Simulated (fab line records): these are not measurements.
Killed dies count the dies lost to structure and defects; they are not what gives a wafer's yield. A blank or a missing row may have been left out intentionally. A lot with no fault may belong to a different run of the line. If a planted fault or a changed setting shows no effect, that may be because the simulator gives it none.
3 desks, one fault	flow nand-harc	numbers are kept per desk, each desk with only its own; the story behind them comes last

THE DEFECT DESK
For each lot, the counts of the inspections along the route, averaged over the sampled wafers that have a number. Marked OUT: a lot whose mean sits more than 4 standard deviations from the usual mean, which makes it out of limits; the brackets give that distance.
Columns: A = raw-defect-count at NHARC_A_DECK1_JOINT_INSPECT_05, usual 337
lot	first seen here	A
L675	day 12 10:23	238
L676	day 13 00:29	439
L678	day 13 13:50	407
L679	day 14 12:44	350
L680	day 15 01:45	200
L682	day 16 00:04	319
L683	day 16 17:46	384
L689	day 18 10:50	332
L688	day 18 18:00	450
L691	day 19 08:28	253
L694	day 20 21:46	396
L695	day 21 06:54	691
L697	day 21 12:59	221
This desk's verdict: no lot among the 13 shows anything out of limits.

METROLOGY DESK
What the gauges read, lot by lot, whatever tool the lot ran on: means of the sampled wafers that have a number. Marked OUT: a lot whose mean sits more than 4 standard deviations from the usual mean, which makes it out of limits; the brackets give that distance.
Columns: A = thk-nm at NHARC_A_DECK1_JOINT_THK_MEAS_17, usual 45.3 nm
lot	first seen here	A
L675	day 12 10:22	45.0
L676	day 13 00:28	46.1
L678	day 13 13:49	44.6
L679	day 14 12:41	44.3
L680	day 15 01:43	46.1
L682	day 16 00:02	46.2
L683	day 16 17:44	43.4
L689	day 18 10:47	55.8 (+8.8) OUT
L688	day 18 17:58	50.4 (+4.2) OUT
L691	day 19 08:25	50.1 (+4.0) OUT
L694	day 20 21:43	46.3
L695	day 21 06:52	44.9
L697	day 21 12:57	45.6
This desk finds L688, L689, L691 out of limits, L689 being first, at day 18 10:47 (thk-nm at NHARC_A_DECK1_JOINT_THK_MEAS_17). L675, L676, L678, L679, L680, L682, L683, L694, L695, L697 stayed within limits.

DESK OF THE TOOL OWNER: pecvd-01
The tool's own readings at NHARC_A_DECK1_JOINT_DEP_16 (deposits SiO2, target thk 45 nm): means of the sampled wafers that have a number, for each lot that ran on this tool. Marked OUT: a lot whose mean sits more than 4 standard deviations from the usual mean, which makes it out of limits; the brackets give that distance.
Columns: A = flow-sccm at NHARC_A_DECK1_JOINT_DEP_16, usual 2650 sccm; B = heater-power-w at NHARC_A_DECK1_JOINT_DEP_16, usual 501 W; C = throttle-valve-pct at NHARC_A_DECK1_JOINT_DEP_16, usual 15.9 %
lot	first seen here	A	B	C
L683	day 16 17:29	2651	513	16.2
L689	day 18 10:31	2648	588	16.2
L688	day 18 17:41	2647	538	16.3
L691	day 19 08:10	2651	496	16.2
This desk's verdict: no lot among the 4 shows anything out of limits.

TAKEN TOGETHER
L688, L689, L691 would have let the metrology desk raise an alarm at day 18 10:47.
Nothing out of limits was seen by the defect desk.
Nothing out of limits was seen by the tool owner's desk.
The defect desk has L688, L689, L691 on record, within its limits.
On record at the tool owner's desk: L688, L689, L691, within its limits.
Of the lots named, all ran NHARC_A_DECK1_JOINT_DEP_16 on pecvd-01.

WHAT HAD BEEN PUT IN BY THE SIMULATOR
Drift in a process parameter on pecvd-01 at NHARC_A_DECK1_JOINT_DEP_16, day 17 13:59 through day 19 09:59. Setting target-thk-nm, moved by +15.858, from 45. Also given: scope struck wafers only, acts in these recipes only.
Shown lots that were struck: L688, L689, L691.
Delay in hours, fault start to first out-of-limits reading, per desk: metrology desk 21.
